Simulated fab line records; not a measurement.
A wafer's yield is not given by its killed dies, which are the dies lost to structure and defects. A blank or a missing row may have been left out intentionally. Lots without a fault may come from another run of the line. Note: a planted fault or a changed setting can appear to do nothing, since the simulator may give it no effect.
Which tool was responsible? :: flow n5 finfet :: 72 wafers from 24 lots sampled at 2 of the route's 1938 steps

## WHAT THE GAUGES READ, wafer by wafer
N5_BEOL_M6_INSPECT_30: inspects for defects (brightfield).
lot: L074
measured: day 8 08:13
on: defect inspect-02
raw defect count: 521 496 656

lot: L075
measured: day 8 17:28
on: defect inspect-02
raw defect count: 350 323 358

lot: L077
measured: day 9 06:22
on: defect inspect-01
raw defect count: 376 280 283

lot: L076
measured: day 9 10:18
on: defect inspect-02
raw defect count: 502 352 256

lot: L079
measured: day 9 14:23
on: defect inspect-01
raw defect count: 333 334 370

lot: L078
measured: day 9 22:53
on: defect inspect-02
raw defect count: 314 332 422

lot: L080
measured: day 10 12:20
on: defect inspect-02
raw defect count: 434 474 392

lot: L081
measured: day 10 16:03
on: defect inspect-01
raw defect count: 402 376 347

lot: L083
measured: day 10 15:53
on: defect inspect-02
raw defect count: 480 441 472

lot: L082
measured: day 10 19:52
on: defect inspect-02
raw defect count: 249 344 325

lot: L084
measured: day 11 07:13
on: defect inspect-02
raw defect count: 417 377 491

lot: L085
measured: day 11 14:32
on: defect inspect-02
raw defect count: 287 481 450

lot: L086
measured: day 11 23:20
on: defect inspect-01
raw defect count: 504 309 373

lot: L087
measured: day 12 10:16
on: defect inspect-01
raw defect count: 298 404 425

lot: L089
measured: day 12 12:37
on: defect inspect-02
raw defect count: 458 420 626

lot: L088
measured: day 12 17:34
on: defect inspect-01
raw defect count: 395 429 471

lot: L090
measured: day 13 06:11
on: defect inspect-01
raw defect count: 294 307 495

lot: L091
measured: day 13 17:25
on: defect inspect-01
raw defect count: 540 569 587

lot: L094
measured: day 13 23:07
on: defect inspect-02
raw defect count: 310 425 286

lot: L093
measured: day 13 22:59
on: defect inspect-02
raw defect count: 341 313 277

lot: L095
measured: day 14 05:28
on: defect inspect-01
raw defect count: 504 630 460

lot: L092
measured: day 14 13:31
on: defect inspect-01
raw defect count: 400 402 312

lot: L096
measured: day 14 19:28
on: defect inspect-01
raw defect count: 320 407 319

lot: L097
measured: day 15 11:39
on: defect inspect-02
raw defect count: 435 396 466

## TOOL THAT RAN EACH LOT (tool first, then ch and the chambers of the sampled wafers, then the start)
lot: L074
N5_BEOL_M6_ETCH_61: rie diel-01 ch 1,2,3, day 8 06:05

lot: L075
N5_BEOL_M6_ETCH_61: rie diel-01 ch 1,3, day 8 13:49

lot: L077
N5_BEOL_M6_ETCH_61: rie diel-02 ch 2,3, day 9 05:29

lot: L076
N5_BEOL_M6_ETCH_61: rie diel-01 ch 1,2,3, day 9 08:26

lot: L079
N5_BEOL_M6_ETCH_61: rie diel-05 ch 0,1,3, day 9 13:08

lot: L078
N5_BEOL_M6_ETCH_61: rie diel-05 ch 0,2,3, day 9 20:56

lot: L080
N5_BEOL_M6_ETCH_61: rie diel-05 ch 0,1, day 10 11:31

lot: L081
N5_BEOL_M6_ETCH_61: rie diel-02 ch 1,3, day 10 13:42

lot: L083
N5_BEOL_M6_ETCH_61: rie diel-02 ch 0,1,3, day 10 14:23

lot: L082
N5_BEOL_M6_ETCH_61: rie diel-05 ch 0,2, day 10 18:55

lot: L084
N5_BEOL_M6_ETCH_61: rie diel-01 ch 0,1,3, day 11 06:10

lot: L085
N5_BEOL_M6_ETCH_61: rie diel-05 ch 0,2,3, day 11 13:39

lot: L086
N5_BEOL_M6_ETCH_61: rie diel-05 ch 2,3, day 11 19:44

lot: L087
N5_BEOL_M6_ETCH_61: rie diel-01 ch 0,1,3, day 12 07:48

lot: L089
N5_BEOL_M6_ETCH_61: rie diel-02 ch 0,1, day 12 10:33

lot: L088
N5_BEOL_M6_ETCH_61: rie diel-05 ch 0,1,3, day 12 16:02

lot: L090
N5_BEOL_M6_ETCH_61: rie diel-05 ch 0,2,3, day 13 04:37

lot: L091
N5_BEOL_M6_ETCH_61: rie diel-01 ch 1,2,3, day 13 13:55

lot: L094
N5_BEOL_M6_ETCH_61: rie diel-05 ch 1,2, day 13 17:31

lot: L093
N5_BEOL_M6_ETCH_61: rie diel-05 ch 0,2,3, day 13 20:56

lot: L095
N5_BEOL_M6_ETCH_61: rie diel-01 ch 0,2, day 14 03:47

lot: L092
N5_BEOL_M6_ETCH_61: rie diel-01 ch 0,1,3, day 14 10:59

lot: L096
N5_BEOL_M6_ETCH_61: rie diel-01 ch 1,2,3, day 14 18:01

lot: L097
N5_BEOL_M6_ETCH_61: rie diel-05 ch 0,3, day 15 09:35
- N5_BEOL_M6_ETCH_61: etches SiARC in CF4, target depth 45.5 nm, time 75.8 s.

## AS READ BY THE TOOLS THEMSELVES (means over the sampled wafers that have a number; for cases with no such wafer, the mark the record gives instead)
N5_BEOL_M6_ETCH_61.
lot: L074
tool: rie diel-01
drypump motor current A (A): 5.5
etch rf on time s (s): 79
oes product au (a.u.): 0.69
rf vpp V (V): 184.3
showerhead plenum p Torr (Torr): 2.20
throttle valve pct (%): 15.66

lot: L075
tool: rie diel-01
drypump motor current A (A): 5.7
etch rf on time s (s): 77
oes product au (a.u.): 0.68
rf vpp V (V): 184.8
showerhead plenum p Torr (Torr): 2.20
throttle valve pct (%): 15.91

lot: L077
tool: rie diel-02
drypump motor current A (A): 5.6
etch rf on time s (s): 73
oes product au (a.u.): 0.68
rf vpp V (V): 184.6
showerhead plenum p Torr (Torr): 2.19
throttle valve pct (%): 15.66

lot: L076
tool: rie diel-01
drypump motor current A (A): 5.5
etch rf on time s (s): 79
oes product au (a.u.): 0.68
rf vpp V (V): 184.3
showerhead plenum p Torr (Torr): 2.20
throttle valve pct (%): 15.67

lot: L079
tool: rie diel-05
drypump motor current A (A): 5.4
etch rf on time s (s): 74
oes product au (a.u.): 0.70
rf vpp V (V): 184.9
showerhead plenum p Torr (Torr): 2.16
throttle valve pct (%): 15.52

lot: L078
tool: rie diel-05
drypump motor current A (A): 5.2
etch rf on time s (s): 75
oes product au (a.u.): 0.76
rf vpp V (V): 184.6
showerhead plenum p Torr (Torr): 2.14
throttle valve pct (%): 15.48

lot: L080
tool: rie diel-05
drypump motor current A (A): 5.5
etch rf on time s (s): 72
oes product au (a.u.): 0.72
rf vpp V (V): 184.5
showerhead plenum p Torr (Torr): 2.13
throttle valve pct (%): 15.52

lot: L081
tool: rie diel-02
drypump motor current A (A): 5.1
etch rf on time s (s): 79
oes product au (a.u.): 0.66
rf vpp V (V): 184.9
showerhead plenum p Torr (Torr): 2.22
throttle valve pct (%): 15.65

lot: L083
tool: rie diel-02
drypump motor current A (A): 5.0
etch rf on time s (s): 76
oes product au (a.u.): 0.65
rf vpp V (V): 184.6
showerhead plenum p Torr (Torr): 2.18
throttle valve pct (%): 15.62

lot: L082
tool: rie diel-05
drypump motor current A (A): 5.3
etch rf on time s (s): 73
oes product au (a.u.): 0.76
rf vpp V (V): 184.1
showerhead plenum p Torr (Torr): 2.11
throttle valve pct (%): 15.49

lot: L084
tool: rie diel-01
drypump motor current A (A): 5.8
etch rf on time s (s): 77
oes product au (a.u.): 0.71
rf vpp V (V): 185.3
showerhead plenum p Torr (Torr): 2.22
throttle valve pct (%): 15.72

lot: L085
tool: rie diel-05
drypump motor current A (A): 5.2
etch rf on time s (s): 74
oes product au (a.u.): 0.74
rf vpp V (V): 184.2
showerhead plenum p Torr (Torr): 2.14
throttle valve pct (%): 15.52

lot: L086
tool: rie diel-05
drypump motor current A (A): 5.1
etch rf on time s (s): 76
oes product au (a.u.): 0.76
rf vpp V (V): 185.2
showerhead plenum p Torr (Torr): 2.17
throttle valve pct (%): 15.35

lot: L087
tool: rie diel-01
drypump motor current A (A): 5.8
etch rf on time s (s): 77
oes product au (a.u.): 0.71
rf vpp V (V): 184.4
showerhead plenum p Torr (Torr): 2.22
throttle valve pct (%): 15.73

lot: L089
tool: rie diel-02
drypump motor current A (A): 5.0
etch rf on time s (s): 81
oes product au (a.u.): 0.63
rf vpp V (V): 185.0
showerhead plenum p Torr (Torr): 2.20
throttle valve pct (%): 15.60

lot: L088
tool: rie diel-05
drypump motor current A (A): 5.4
etch rf on time s (s): 73
oes product au (a.u.): 0.69
rf vpp V (V): 184.1
showerhead plenum p Torr (Torr): 2.15
throttle valve pct (%): 15.57

lot: L090
tool: rie diel-05
drypump motor current A (A): 5.2
etch rf on time s (s): 74
oes product au (a.u.): 0.73
rf vpp V (V): 183.8
showerhead plenum p Torr (Torr): 2.13
throttle valve pct (%): 15.55

lot: L091
tool: rie diel-01
drypump motor current A (A): 5.5
etch rf on time s (s): 79
oes product au (a.u.): 0.65
rf vpp V (V): 184.9
showerhead plenum p Torr (Torr): 2.18
throttle valve pct (%): 15.76

lot: L094
tool: rie diel-05
drypump motor current A (A): 5.3
etch rf on time s (s): 76
oes product au (a.u.): 0.72
rf vpp V (V): 184.8
showerhead plenum p Torr (Torr): 2.18
throttle valve pct (%): 15.23

lot: L093
tool: rie diel-05
drypump motor current A (A): 5.2
etch rf on time s (s): 74
oes product au (a.u.): 0.72
rf vpp V (V): 183.6
showerhead plenum p Torr (Torr): 2.13
throttle valve pct (%): 15.56

lot: L095
tool: rie diel-01
drypump motor current A (A): 5.7
etch rf on time s (s): 76
oes product au (a.u.): 0.72
rf vpp V (V): 184.8
showerhead plenum p Torr (Torr): 2.21
throttle valve pct (%): 15.33

lot: L092
tool: rie diel-01
drypump motor current A (A): 5.8
etch rf on time s (s): 77
oes product au (a.u.): 0.69
rf vpp V (V): 185.1
showerhead plenum p Torr (Torr): 2.21
throttle valve pct (%): 15.77

lot: L096
tool: rie diel-01
drypump motor current A (A): 5.5
etch rf on time s (s): 80
oes product au (a.u.): 0.63
rf vpp V (V): 184.3
showerhead plenum p Torr (Torr): 2.18
throttle valve pct (%): 15.77

lot: L097
tool: rie diel-05
drypump motor current A (A): 5.2
etch rf on time s (s): 74
oes product au (a.u.): 0.69
rf vpp V (V): 183.6
showerhead plenum p Torr (Torr): 2.12
throttle valve pct (%): 15.77

## THE ANSWER, worked out from the rows above alone
Rule: the lots themselves supply what counts as usual. The widest of any qualifying gaps counts: lots, ordered by their means at a reading, are off when they make up no more than a third of the lots, leave a main group of 4 or more, and stand apart from it by 3 or more times the standard deviation of that group's means. A main group is skipped when, at the precision printed for the reading in the tables above, its means are all equal. A lot without any number at a reading at which 4 lots or more have one is off too. All remaining lots with rows at the step are treated as sound. After the gauges, taken in route order, come the tools' own readings; for these a lot's mean is taken, as printed above. At the first step where some lot is off, the reading lying furthest off is the one used; lots without a number count as furthest.
No lot is off on any of the readings shown, so nothing can be concluded from this.

## WHAT THE SIMULATOR HAD INSERTED
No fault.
